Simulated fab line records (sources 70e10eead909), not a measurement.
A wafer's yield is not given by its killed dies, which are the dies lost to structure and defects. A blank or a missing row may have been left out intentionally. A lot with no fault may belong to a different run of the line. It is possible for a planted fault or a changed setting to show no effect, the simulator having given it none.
Struck lot and sound lot, side by side -- flow nandHarc -- 13 steps out of a route of 1302
Sound: wafers L716.1, L716.4, L716.6. The struck wafers were L724.2, L724.3, L724.4. Last of all comes the cause.
Per side, at each step with rows, come the tool, then ch with its chambers, and then its first start. Under that, the readings that differ: sound wafers -- struck wafers -- difference of the means -- sigmas: that difference in standard deviations of wafers without a fault.
alike: readings with means less than 2 such deviations apart, plus words and numbers identical on both sides. not compared: withheld readings, readings lacking a value on some wafer, bounds such as >300 that could conceal the same value, and numbers that have no deviation in the record and whose values overlap.
A row with sigmas, a row that says differs or no value, or rows on one side alone: a step with any of these is where the two part. Numbers that have no deviation but don't overlap get no sigmas and don't part them. A reading that every wafer of one side lacks parts them only if that side has two wafers or more.

NHARC_P_CONTACT_DEP_30: deposits SiNx, target thk 30 nm.
  sound on pecvd-04 ch 1,2, day 8 18:32; struck on pecvd-04 ch 0,2, day 11 18:59
  alike: heaterPowerW
NHARC_P_CONTACT_DEP_00: deposits SiO2, target thk 500 nm.
  sound on pecvd-04 ch 1,2; struck on pecvd-04 ch 0,2
  alike: heaterPowerW, throttleValvePct
NHARC_P_CONTACT_CMP_01: polishes SiO2, target thk 200 nm.
  sound on cmp-02 ch 0,2,3, day 8 19:10; struck on cmp-03 ch 1,2,3, day 11 19:43
  alike: edgeZonePressureFrac, motorCurrentA, slurryFlowMlMin
then, 8 steps without rows for these wafers: NHARC_P_CONTACT_SRD_03; NHARC_P_CONTACT_DEHYDRATE_04 (time 120 s); NHARC_P_CONTACT_HMDS_05 (time 30 s); NHARC_P_CONTACT_COAT_33 (time 75 s); NHARC_P_CONTACT_COAT_34 (time 65 s); NHARC_P_CONTACT_COAT_06 (resist thk 90 nm); NHARC_P_CONTACT_SOFTBAKE_07 (time 55 s); NHARC_P_CONTACT_EBR_08.
NHARC_P_CONTACT_EXPOSE_09: exposes mask P CA, target cd 90 nm.
  struck on arfiScanner-03, day 11 20:25; sound on arfiScanner-01 ch 0, day 8 19:52
  no value came back on the struck wafers for exposureDoseMJCm2, focusOffsetNm (nm); on the sound wafers exposureDoseMJCm2 reads 81.27 81.25 81.49
  alike: mask
then, 1 step without rows for these wafers: NHARC_P_CONTACT_PEB_10 (peb time 65 s).

## WHERE THEY PART
Only at NHARC_P_CONTACT_EXPOSE_09, as far as this record shows.

WHY: what had been put in by the simulator
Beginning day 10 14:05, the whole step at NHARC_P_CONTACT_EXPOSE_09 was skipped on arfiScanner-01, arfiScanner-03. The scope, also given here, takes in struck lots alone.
